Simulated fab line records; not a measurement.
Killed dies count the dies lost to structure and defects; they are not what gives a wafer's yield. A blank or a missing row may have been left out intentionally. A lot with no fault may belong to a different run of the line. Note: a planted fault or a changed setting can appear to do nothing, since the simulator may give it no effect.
Split-lot experiment ; flow n5_finfet ; on a route of 1938 steps: 7 lots, 39 wafers read

== THE SPLIT ==
At N5_BEOL_M0_ALD_136 (deposits TaN, pulse time 2 s, purge time 3 s, co reactant purge time 2 s), the setting ald_cycles was moved away from the recipe's 30 on 15 of the 39 wafers read, by -56.7% to +40.0%. This setting was run at the recipe's value on the other wafers.

== FROM THE SPLIT TO THE READING: what the file shows between them, 4 steps ==
- N5_BEOL_M0_SURFACE_TREAT_137
- N5_BEOL_M0_CVD_115: deposits Co from CCTBA/H2, time 120 s
- N5_BEOL_M0_ECD_118: material Cu, target thk 300 nm
- N5_BEOL_M0_ANNEAL_119: time 90 s

== THE READING ==
barrier_field_endpoint_s, in s, at N5_BEOL_M0_CMP_120 (polishes, stops on SiOC, t overpolish 6.9 s). Fault-free wafers of this fab line usually give 3.61 s, standard deviation 0.11 s.

wafer;tool, chamber at the split;ald_cycles as run;against the recipe;barrier_field_endpoint_s, s;against lot-mates on the recipe
L074.3;ald_metal-02, 3,2,1;30;recipe;3.71;-
L074.1;ald_metal-02, 3,2,1;30;recipe;3.65;-
L074.4;ald_metal-02, 0,3,0;13;-56.7%;2.76;-0.98
L074.2;ald_metal-02, 3,2,1;30;recipe;3.85;-
L074.5;ald_metal-02, 0,3,0;13;-56.7%;2.62;-1.12
L074.6;ald_metal-02, 0,3,0;13;-56.7%;2.74;-1.00
L078.4;ald_metal-02, 0,2,2;30;recipe;3.51;-
L078.2;ald_metal-02, 1,3,1;23;-23.3%;3.07;-0.47
L078.3;ald_metal-02, 1,3,1;23;-23.3%;3.13;-0.41
L078.1;ald_metal-02, 0,2,2;30;recipe;3.48;-
L078.5;ald_metal-02, 1,3,1;23;-23.3%;3.15;-0.39
L078.6;ald_metal-02, 0,2,2;30;recipe;3.63;-
L079.1;ald_metal-01, 3,2,3;30;recipe;3.68;-
L079.2;ald_metal-01, 1;42;+40.0%;4.56;+0.80
L079.4;ald_metal-01, 0,2;42;+40.0%;4.29;+0.53
L079.3;ald_metal-01, 3,2,3;30;recipe;3.81;-
L079.5;ald_metal-01, 0,2;42;+40.0%;4.42;+0.66
L079.6;ald_metal-01, 3,2,3;30;recipe;3.78;-
L082.3;ald_metal-01, 1;30;recipe;3.70;-
L082.2;ald_metal-01, 0;30;recipe;3.68;-
L082.6;ald_metal-01, 1;30;recipe;3.65;-
L085.1;ald_metal-01, 2,3,0,0;30;recipe;3.72;-
L085.3;ald_metal-01, 2,3,0,0;30;recipe;3.82;-
L085.4;ald_metal-01, 2,3,0,0;30;recipe;3.78;-
L085.2;ald_metal-01, 1;30;recipe;3.61;-
L085.5;ald_metal-01, 1;30;recipe;3.58;-
L085.6;ald_metal-01, 2,3,0,0;30;recipe;3.71;-
L089.3;ald_metal-02, 1,0,3;20;-33.3%;3.16;-0.57
L089.2;ald_metal-02, 1,0,3;20;-33.3%;3.05;-0.68
L089.1;ald_metal-02, 1,0,3;20;-33.3%;2.99;-0.74
L089.4;ald_metal-02, 2,0,1;30;recipe;3.73;-
L089.6;ald_metal-02, 2,0,1;30;recipe;3.73;-
L089.5;ald_metal-02, 2,0,1;30;recipe;3.72;-
L090.2;ald_metal-02, 1,0,2;30;recipe;3.42;-
L090.3;ald_metal-02, 1,0,2;30;recipe;3.46;-
L090.4;ald_metal-02, 2,3,1;38;+26.7%;3.99;+0.56
L090.1;ald_metal-02, 2,3,1;38;+26.7%;4.02;+0.59
L090.6;ald_metal-02, 1,0,2;30;recipe;3.41;-
L090.5;ald_metal-02, 2,3,1;38;+26.7%;3.94;+0.51
When a row names more than one chamber, that row covers several wafers, and the file does not tell which wafer ran in which chamber.

THE FIT
A straight line over all 39 wafers: barrier_field_endpoint_s changes by +0.0174 s for each +1% of ald_cycles; r = +0.96; the points scatter about the line by 0.12 s.
The same after taking each lot's own level away (the mean of its wafers on the recipe; 39 wafers): +0.0183 s for each +1%; r = +0.99; scatter 0.072 s.
On that fit, the largest move of ald_cycles shifts the reading by 1 s.
From 3.430 to 3.757 s: that is the span of the lots' own levels, equal to 3.0 times the standard deviation above.
So the lot-to-lot level changes the slope little: the two slopes agree.
Check: for one of the wafers moved furthest among these (-56.7%), held out of the fit, the line's prediction against its lot-mates is -1.05 s. Against them it came out at -0.977 s.

== FURTHER SPLITS ON THESE WAFERS ==
These wafers also went through other splits before the reading. Each is held against what the fit with the lots' levels taken away leaves over:
other split on the same wafers;wafers away from the commonest value;r with barrier_field_endpoint_s (lot level and that fit taken away)
N5_FIN_SAQP_ETCH_65 time_s;15;-0.17
N5_SD_EPI_N_ETCH_45 target_depth_a;12;-0.23
N5_HKMG_FIN_ETCH_55 time_s;15;+0.02
N5_MOL_CONTACT_COAG_ETCHBACK_135 target_depth_a;12;+0.17

== THE WHOLE CHAIN: every reading that the file lists as answering this split, in the file's order ==
step;what it does;reading;change (the file's fit);r (the file's)
N5_BEOL_M0_ALD_136;deposits TaN, pulse time 2 s, purge time 3 s, co reactant purge time 2 s;TaN_of_BEOL_M0_ALD_136.thk_nm (the simulator's own value, which no gauge read);withheld for each +1% of the setting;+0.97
N5_BEOL_M0_CMP_120;polishes, stops on SiOC, t overpolish 6.9 s;barrier_field_endpoint_s;+0.0183 s for each +1% of the setting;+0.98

== THE FILE'S OWN FIT ==
barrier_field_endpoint_s changes by +0.0183 s for each +1% of ald_cycles, r = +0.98.
